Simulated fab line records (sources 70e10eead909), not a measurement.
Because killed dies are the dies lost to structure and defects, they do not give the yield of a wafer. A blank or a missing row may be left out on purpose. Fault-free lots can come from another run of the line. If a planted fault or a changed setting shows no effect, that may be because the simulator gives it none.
Chamber matching ; flow nand-harc ; NHARC_P_ZERO_WELL_ETCH_65 on rie-diel-01 has 4 sister chambers
The step etches the open film in N2/H2, target depth 80 nm, overetch 24 nm, time 87.88 s. 14 wafers are shown with their chamber, then 7 later ones without.

WAFERS, EACH WITH ITS CHAMBER
wafer;chamber;showerhead-plenum-p-Torr (Torr);drypump-motor-current-A (A);rf-vpp-V (V)
L979.2;3;2.05;5.7;432.1
L979.3;1;1.90;5.2;426.2
L979.5;0;2.16;5.8;435.3
L984.3;0;2.15;5.8;434.5
L984.5;3;2.05;5.7;430.4
L984.6;0;2.15;5.8;433.2
L985.1;0;2.15;5.8;433.0
L985.4;3;2.05;5.7;430.9
L985.6;1;1.89;5.3;427.0
L989.3;1;1.89;5.2;425.5
L989.4;2;2.20;6.7;433.8
L989.5;0;2.14;5.8;433.9
L993.1;2;2.20;6.7;433.7
L993.3;0;2.14;5.9;434.4

SIGNATURES (means of the wafers above)
reading;chamber 0;chamber 1;chamber 2;chamber 3;scatter within a chamber
showerhead-plenum-p-Torr;2.1483;1.8933;2.2000;2.0500;0.00592
drypump-motor-current-A;5.817;5.233;6.700;5.700;0.0387
rf-vpp-V;434.050;426.233;433.750;431.133;0.8
Rule: distance of a wafer from a chamber = root of the sum over the readings of ((wafer's reading minus chamber's mean) / reading's scatter) squared. The wafer belongs to the nearest chamber; if the next one is less than 2 further off, it can't be placed. The scatter: the root of (the sum of the squares of (reading less its chamber's mean) over the shown wafers, divided by (wafers less chambers)).

WAFERS WITH NO CHAMBER GIVEN
wafer;showerhead-plenum-p-Torr (Torr);drypump-motor-current-A (A);rf-vpp-V (V)
L993.4;2.04;5.7;431.1
L995.3;1.88;5.2;427.0
L995.5;2.20;6.7;435.4
L995.6;2.04;5.7;431.5
L996.1;2.14;5.9;433.6
L996.3;1.88;5.2;424.7
L996.4;2.19;6.8;434.1

THE CHAMBER EACH PASSED THROUGH
wafer;from the rows above;in truth
L993.4;3;3
L995.3;1;1
L995.5;2;2
L995.6;3;3
L996.1;0;0
L996.3;1;1
L996.4;2;2
Placed correctly: 7 of 7. Can't be placed from these rows: 0. Wrongly placed: 0.
